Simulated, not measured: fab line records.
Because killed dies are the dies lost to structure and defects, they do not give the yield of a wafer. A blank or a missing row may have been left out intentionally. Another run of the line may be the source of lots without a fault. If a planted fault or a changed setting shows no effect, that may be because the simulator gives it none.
Matching of chambers || flow nand-harc || rie-diel-13 running NHARC_A_BLC_DESCUM_15: 4 sister chambers
The step chemistry O2, time 3 s. 4 wafers are shown with their chamber, then 7 later ones without.

== WAFERS, EACH WITH ITS CHAMBER ==
{"wafer": "L620.1", "chamber": 3, "showerhead-plenum-p-Torr (Torr)": 1.90}
{"wafer": "L620.4", "chamber": 2, "showerhead-plenum-p-Torr (Torr)": 1.78}
{"wafer": "L627.1", "chamber": 1, "showerhead-plenum-p-Torr (Torr)": 1.99}
{"wafer": "L627.2", "chamber": 0, "showerhead-plenum-p-Torr (Torr)": 2.05}

== WAFERS WITH NO CHAMBER GIVEN ==
{"wafer": "L627.6", "showerhead-plenum-p-Torr (Torr)": 1.90}
{"wafer": "L626.1", "showerhead-plenum-p-Torr (Torr)": 2.05}
{"wafer": "L626.4", "showerhead-plenum-p-Torr (Torr)": 1.90}
{"wafer": "L626.5", "showerhead-plenum-p-Torr (Torr)": 1.78}
{"wafer": "L632.3", "showerhead-plenum-p-Torr (Torr)": 1.78}
{"wafer": "L632.4", "showerhead-plenum-p-Torr (Torr)": 2.04}
{"wafer": "L632.6", "showerhead-plenum-p-Torr (Torr)": 1.78}

== WHICH CHAMBER EACH WENT THROUGH ==
{"wafer": "L627.6", "from the rows above": 3, "in truth": 3}
{"wafer": "L626.1", "from the rows above": 0, "in truth": 0}
{"wafer": "L626.4", "from the rows above": 3, "in truth": 3}
{"wafer": "L626.5", "from the rows above": 2, "in truth": 2}
{"wafer": "L632.3", "from the rows above": 2, "in truth": 2}
{"wafer": "L632.4", "from the rows above": 0, "in truth": 0}
{"wafer": "L632.6", "from the rows above": 2, "in truth": 2}
Placed correctly: 7 of 7. Not placeable from these rows: 0. 0 placed wrongly.
How it was worked out, from the rows above alone: a wafer's distance from a chamber is the root of the sum, over the readings, of the square of ((its reading less the chamber's mean) divided by the reading's scatter). The wafer belongs to the nearest chamber; if the next one is less than 2 further off, it can't be placed. For every chamber, the mean is computed from those of its wafers that are shown. The scatter: with one shown wafer a chamber, the root of the mean of the squares of how far each hidden wafer lies from its nearest shown one.
